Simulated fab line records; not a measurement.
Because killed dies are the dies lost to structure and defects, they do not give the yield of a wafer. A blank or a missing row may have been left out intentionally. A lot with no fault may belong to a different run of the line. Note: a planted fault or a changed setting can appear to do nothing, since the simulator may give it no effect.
Chamber matching :: flow n5_finfet :: 3 sister chambers for N5_BEOL_M6_CURE_74 on uv_cure-03
The step cures SiCOH lowk, time 240 s. 3 wafers are shown with their chamber, then 12 later ones without.

== WAFERS PAIRED WITH THEIR CHAMBERS ==
wafer: L082.5
chamber: 2
wafer_temp_C_max: 386.3

wafer: L087.5
chamber: 1
wafer_temp_C_max: 386.5

wafer: L089.6
chamber: 0
wafer_temp_C_max: 387.4

== WAFERS WHOSE CHAMBER IS MISSING ==
wafer: L091.1
wafer_temp_C_max: 386.6

wafer: L091.2
wafer_temp_C_max: 386.4

wafer: L091.6
wafer_temp_C_max: 386.2

wafer: L091.3
wafer_temp_C_max: 386.5

wafer: L091.4
wafer_temp_C_max: 387.2

wafer: L091.5
wafer_temp_C_max: 386.4

wafer: L095.1
wafer_temp_C_max: 387.1

wafer: L095.4
wafer_temp_C_max: 387.2

wafer: L095.5
wafer_temp_C_max: 387.0

wafer: L097.1
wafer_temp_C_max: 387.8

wafer: L097.2
wafer_temp_C_max: 387.2

wafer: L097.6
wafer_temp_C_max: 387.5

== WHICH CHAMBER EACH WENT THROUGH ==
wafer: L091.1
from the rows above: can't be placed: 1 or 2
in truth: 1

wafer: L091.2
from the rows above: can't be placed: 2 or 1
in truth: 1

wafer: L091.6
from the rows above: can't be placed: 2 or 1
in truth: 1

wafer: L091.3
from the rows above: can't be placed: 1 or 2
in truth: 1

wafer: L091.4
from the rows above: 0
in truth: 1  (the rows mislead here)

wafer: L091.5
from the rows above: can't be placed: 2 or 1
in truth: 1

wafer: L095.1
from the rows above: can't be placed: 0 or 1
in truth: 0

wafer: L095.4
from the rows above: 0
in truth: 0

wafer: L095.5
from the rows above: can't be placed: 0 or 1 or 2
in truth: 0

wafer: L097.1
from the rows above: 0
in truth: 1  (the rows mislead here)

wafer: L097.2
from the rows above: 0
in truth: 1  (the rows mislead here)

wafer: L097.6
from the rows above: 0
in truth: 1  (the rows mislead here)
Correct placement for 1 of the 12. These rows do not allow placing 7 (true chamber among the candidates in 7). Wrongly placed: 4.
How it was worked out, from the rows above alone: a wafer's distance from a chamber is the root of the sum, over the readings, of the square of ((its reading less the chamber's mean) divided by the reading's scatter). If the next closest chamber is less than 2 further off than the closest, the wafer can't be placed; otherwise it belongs to the closest. Each chamber's mean is taken over the wafers shown for it. The scatter: root of mean squared gap, hidden wafer to nearest shown wafer, with one shown wafer a chamber.
